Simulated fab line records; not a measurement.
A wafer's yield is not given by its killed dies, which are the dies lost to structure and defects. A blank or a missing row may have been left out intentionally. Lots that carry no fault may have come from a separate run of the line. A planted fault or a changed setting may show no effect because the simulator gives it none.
Matching of chambers + flow n5-finfet + N5_BEOL_M0_SAQP_PECVD_03 on pecvd-02: 3 sister chambers
The step deposits SiCN from 3MS/NH3, target thk 12 nm, time 21.1 s. 14 wafers are shown with their chamber, then 7 later ones without.

WAFERS PAIRED WITH THEIR CHAMBERS
| wafer  | chamber | showerhead-plenum-p-Torr (Torr) | throttle-valve-pct (%) |
|--------|---------|---------------------------------|------------------------|
| L081.2 | 2       | 3.679                           | 8.1                    |
| L081.3 | 1       | 3.659                           | 9.1                    |
| L081.5 | 1       | 3.651                           | 8.6                    |
| L083.1 | 2       | 3.682                           | 8.1                    |
| L083.2 | 1       | 3.661                           | 9.0                    |
| L083.3 | 0       | 3.684                           | 8.7                    |
| L086.4 | 1       | 3.656                           | 8.8                    |
| L086.5 | 2       | 3.677                           | 8.2                    |
| L086.6 | 0       | 3.685                           | 8.9                    |
| L088.2 | 0       | 3.677                           | 8.7                    |
| L088.3 | 1       | 3.649                           | 8.9                    |
| L088.6 | 2       | 3.673                           | 8.2                    |
| L090.1 | 2       | 3.674                           | 8.3                    |
| L090.4 | 2       | 3.673                           | 8.2                    |

SIGNATURES (averages over the wafers above)
| reading                  | chamber 0 | chamber 1 | chamber 2 | scatter within a chamber |
|--------------------------|-----------|-----------|-----------|--------------------------|
| showerhead-plenum-p-Torr | 3.68200   | 3.65520   | 3.67633   | 0.00437                  |
| throttle-valve-pct       | 8.767     | 8.880     | 8.183     | 0.136                    |
Rule: a wafer lies at a distance from a chamber equal to the root of the sum of squares, over the readings, of (its reading less the chamber's mean, divided by the reading's scatter). If the next closest chamber is less than 2 further off than the closest, the wafer can't be placed; otherwise it belongs to the closest. How the scatter is found: for the shown wafers, subtract from each reading the mean of its chamber, square and add these, divide the total by (wafers less chambers), then take the root.

WAFERS WHOSE CHAMBER IS MISSING
| wafer  | showerhead-plenum-p-Torr (Torr) | throttle-valve-pct (%) |
|--------|---------------------------------|------------------------|
| L090.6 | 3.683                           | 8.9                    |
| L093.1 | 3.660                           | 9.1                    |
| L093.4 | 3.651                           | 8.8                    |
| L093.5 | 3.668                           | 8.2                    |
| L097.1 | 3.665                           | 8.8                    |
| L097.2 | 3.680                           | 8.1                    |
| L097.5 | 3.657                           | 9.1                    |

WHICH CHAMBER EACH WENT THROUGH
| wafer  | from the rows above     | in truth |
|--------|-------------------------|----------|
| L090.6 | 0                       | 0        |
| L093.1 | 1                       | 1        |
| L093.4 | 1                       | 1        |
| L093.5 | 2                       | 2        |
| L097.1 | can't be placed: 1 or 0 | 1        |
| L097.2 | 2                       | 2        |
| L097.5 | 1                       | 1        |
Placed correctly: 6 of 7. Can't be placed from these rows: 1 (the true chamber is among the candidates in 1). Number placed wrongly: 0.
